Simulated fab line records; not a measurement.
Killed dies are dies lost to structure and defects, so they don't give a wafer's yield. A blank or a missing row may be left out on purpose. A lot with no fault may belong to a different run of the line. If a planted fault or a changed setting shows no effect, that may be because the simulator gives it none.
Which tool was responsible? + flow n5Finfet + Sampling: 11 lots, 30 wafers, 4 of 1938 route steps

== WHAT THE GAUGES READ, wafer by wafer ==
N5_BEOL_M4_RC_MEAS_101.
| lot  | measured     | on        | DIBL_N (mV/V)  |
|------|--------------|-----------|----------------|
| L984 | day 8 06:41  | prober-02 | 33.8 35.4      |
| L986 | day 9 04:30  | prober-02 | 36.2 35.3 36.0 |
| L987 | day 9 10:50  | prober-02 | 37.1 35.7 35.9 |
| L989 | day 9 12:51  | prober-01 | 40.0 37.5 34.4 |
| L992 | day 10 07:07 | prober-01 | 37.1 35.0 33.5 |
| L101 | day 12 18:47 | prober-02 | 34.3 37.1 38.3 |
| L103 | day 13 02:31 | prober-02 | 38.1 38.1 36.2 |
| L104 | day 13 15:29 | prober-01 | 36.5 38.7      |
| L105 | day 13 17:52 | prober-01 | 37.1 35.2      |
| L106 | day 14 04:28 | prober-02 | 33.7 33.2 38.4 |
| L107 | day 14 01:08 | prober-01 | 35.8 40.4 31.0 |

== WHICH TOOL RAN EACH LOT (tool, then ch and the chambers of the sampled wafers, then the start) ==
| lot  | N5_HKMG_FIN_RTA_80             | N5_BEOL_M4_ANNEAL_91        | N5_BEOL_M4_CO_CAP_55            |
|------|--------------------------------|-----------------------------|---------------------------------|
| L984 | rtpAnneal-01 ch 0, day 4 03:53 | pvdSputter-01, day 8 04:41  | cvdCo-01 ch 0,1, day 8 06:08    |
| L986 | rtpAnneal-02 ch 0, day 4 12:47 | pvdSputter-02, day 9 02:40  | cvdCo-02 ch 0,1,2, day 9 04:07  |
| L987 | rtpAnneal-02 ch 0, day 4 23:34 | pvdSputter-03, day 9 09:10  | cvdCo-02 ch 0,1, day 9 10:36    |
| L989 | rtpAnneal-02 ch 0, day 5 11:57 | pvdSputter-02, day 9 10:40  | cvdCo-01 ch 0,1,2, day 9 12:09  |
| L992 | rtpAnneal-02 ch 0, day 6 02:52 | pvdSputter-02, day 10 04:44 | cvdCo-02 ch 0,1, day 10 06:44   |
| L101 | rtpAnneal-02 ch 0, day 8 13:36 | pvdSputter-03, day 12 17:07 | cvdCo-02 ch 1,2, day 12 18:34   |
| L103 | rtpAnneal-02 ch 0, day 8 22:23 | pvdSputter-01, day 13 00:28 | cvdCo-02 ch 1,2, day 13 02:16   |
| L104 | rtpAnneal-01 ch 0, day 9 08:50 | pvdSputter-01, day 13 13:48 | cvdCo-01 ch 2, day 13 15:14     |
| L105 | rtpAnneal-02 ch 0, day 9 09:08 | pvdSputter-01, day 13 15:38 | cvdCo-02 ch 0, day 13 17:17     |
| L106 | rtpAnneal-01 ch 0, day 9 18:13 | pvdSputter-02, day 14 02:38 | cvdCo-02 ch 0,1,2, day 14 04:04 |
| L107 | rtpAnneal-02 ch 0, day 9 20:55 | pvdSputter-02, day 13 23:08 | cvdCo-02 ch 0,1,2, day 14 00:35 |
- N5_HKMG_FIN_RTA_80: time 2 s.
- N5_BEOL_M4_ANNEAL_91: time 240 s.
- N5_BEOL_M4_CO_CAP_55: material Co, precursor CCTBA/H2, target thk 2 nm, time 102.1 s.

== THE ANSWER, worked out from the rows above alone ==
Rule: the usual values come from the lots themselves. Put in order of their means at a reading, lots are off if they are a third of the lots or fewer, leave a main group of 4 or more, and stand apart from it by a gap of 3 or more times the standard deviation of the main group's means; of several such gaps the widest counts. If all means in a main group match to the digits the tables above print for the reading, that group is not used. A lot without any number at a reading at which 4 lots or more have one is off too. Where the step has rows for the other lots, those lots are counted as sound.
Across all readings shown, no lot is off: no conclusion can be drawn from this.

== WHAT THE SIMULATOR HAD PUT IN ==
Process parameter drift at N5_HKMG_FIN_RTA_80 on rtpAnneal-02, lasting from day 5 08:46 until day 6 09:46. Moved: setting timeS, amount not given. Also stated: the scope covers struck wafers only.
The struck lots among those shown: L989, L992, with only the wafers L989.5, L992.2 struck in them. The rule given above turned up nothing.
